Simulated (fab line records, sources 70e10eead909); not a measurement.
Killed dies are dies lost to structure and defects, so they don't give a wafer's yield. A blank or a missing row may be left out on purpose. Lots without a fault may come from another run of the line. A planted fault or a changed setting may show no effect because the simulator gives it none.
Chamber matching | flow nand_harc | NHARC_A_STAIRCASE_DEP_417 on pecvd-02: 3 sister chambers
The step deposits Si3N4, target thk 60 nm. 3 wafers are shown with their chamber, then 8 later ones without.

WAFERS WITH THEIR CHAMBER
wafer  | chamber | heater_power_w (W)
L093.1 | 0       | 856
L093.2 | 2       | 743
L094.3 | 1       | 648

WAFERS WITHOUT THEIR CHAMBER
wafer  | heater_power_w (W)
L094.4 | 644
L094.6 | 692
L097.1 | 827
L097.2 | 622
L097.6 | 628
L096.1 | 639
L096.4 | 708
L096.6 | 679

WHICH CHAMBER EACH WENT THROUGH
wafer  | from the rows above     | in truth
L094.4 | 1                       | 1
L094.6 | can't be placed: 1 or 2 | 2
L097.1 | can't be placed: 0 or 2 | 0
L097.2 | 1                       | 1
L097.6 | 1                       | 1
L096.1 | 1                       | 1
L096.4 | can't be placed: 2 or 1 | 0
L096.6 | can't be placed: 1 or 2 | 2
Placed correctly: 4 of 8. Can't be placed from these rows: 4 (the true chamber is among the candidates in 3). Placed wrongly: 0.
How it was worked out, from the rows above alone: a wafer's distance from a chamber is the root of the sum, over the readings, of the square of ((its reading less the chamber's mean) divided by the reading's scatter). The wafer belongs to the nearest chamber; if the next one is less than 2 further off, it can't be placed. A chamber's mean is the mean of its shown wafers. The scatter: with one shown wafer a chamber, the root of the mean of the squares of how far each hidden wafer lies from its nearest shown one.
